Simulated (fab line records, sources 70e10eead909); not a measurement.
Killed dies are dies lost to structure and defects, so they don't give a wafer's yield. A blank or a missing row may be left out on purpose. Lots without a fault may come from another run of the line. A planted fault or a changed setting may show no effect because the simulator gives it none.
Which tool did it? | flow nand_harc | 7 lots, 21 wafers sampled, at 3 steps of a route of 1302

WHAT THE GAUGES READ, wafer by wafer
NHARC_A_ONON_D2_THK_MEAS_02: measures by ellipsometry.
lot  | measured     | on            | thk_nm (nm)
L568 | day 12 18:37 | film_metro-01 | 994 991 993
L572 | day 14 03:37 | film_metro-01 | 1002 1003 1004
L573 | day 15 13:41 | film_metro-01 | 1005 1005 1004
L574 | day 15 19:40 | film_metro-01 | 1010 1009 1009
L583 | day 19 04:34 | film_metro-01 | 1004 1004 1004
L585 | day 19 15:55 | film_metro-01 | 986 987 989
L588 | day 20 20:38 | film_metro-01 | 993 992 993

WHICH TOOL RAN EACH LOT (tool, then ch and the chambers of the sampled wafers, then the start)
lot  | NHARC_A_DECK1_JOINT_ETCHBACK_07  | NHARC_A_DECK1_JOINT_ETCHBACK_00
L568 | rie_si-04 ch 0,1,2, day 11 06:09 | rie_si-01 ch 2,3, day 11 16:48
L572 | rie_si-04 ch 0,2, day 12 14:59   | rie_si-02 ch 0,1,3, day 13 01:42
L573 | rie_si-02 ch 0,2,3, day 13 20:16 | rie_si-04 ch 1,2, day 14 06:47
L574 | rie_si-01 ch 0,2,3, day 14 08:44 | rie_si-04 ch 0,1,2, day 14 19:27
L583 | rie_si-01 ch 0,1,3, day 17 17:03 | rie_si-04 ch 0,1,2, day 18 03:43
L585 | rie_si-01 ch 0,2,3, day 18 02:56 | rie_si-02 ch 1,3, day 18 13:40
L588 | rie_si-02 ch 1,2,3, day 19 13:47 | rie_si-01 ch 0,1,3, day 20 00:27
- NHARC_A_DECK1_JOINT_ETCHBACK_07: etches the open film in HBr, target depth 105 nm, time 26.9 s.
- NHARC_A_DECK1_JOINT_ETCHBACK_00: etches the open film in HBr, target depth 30 nm, time 17.4 s.

THE ANSWER, worked out from the rows above alone
Rule: what is usual is taken from the lots themselves. Put in order of their means at a reading, lots are off if they are a third of the lots or fewer, leave a main group of 4 or more, and stand apart from it by a gap of 3 or more times the standard deviation of the main group's means; of several such gaps the widest counts. A main group whose means are all the same, to the digits that the tables above print for the reading, isn't used. A lot without any number at a reading at which 4 lots or more have one is off too. The other lots that the step has rows for count as sound.
No lot is off at any reading shown: from this, nothing can be told.

WHAT THE SIMULATOR HAD PUT IN
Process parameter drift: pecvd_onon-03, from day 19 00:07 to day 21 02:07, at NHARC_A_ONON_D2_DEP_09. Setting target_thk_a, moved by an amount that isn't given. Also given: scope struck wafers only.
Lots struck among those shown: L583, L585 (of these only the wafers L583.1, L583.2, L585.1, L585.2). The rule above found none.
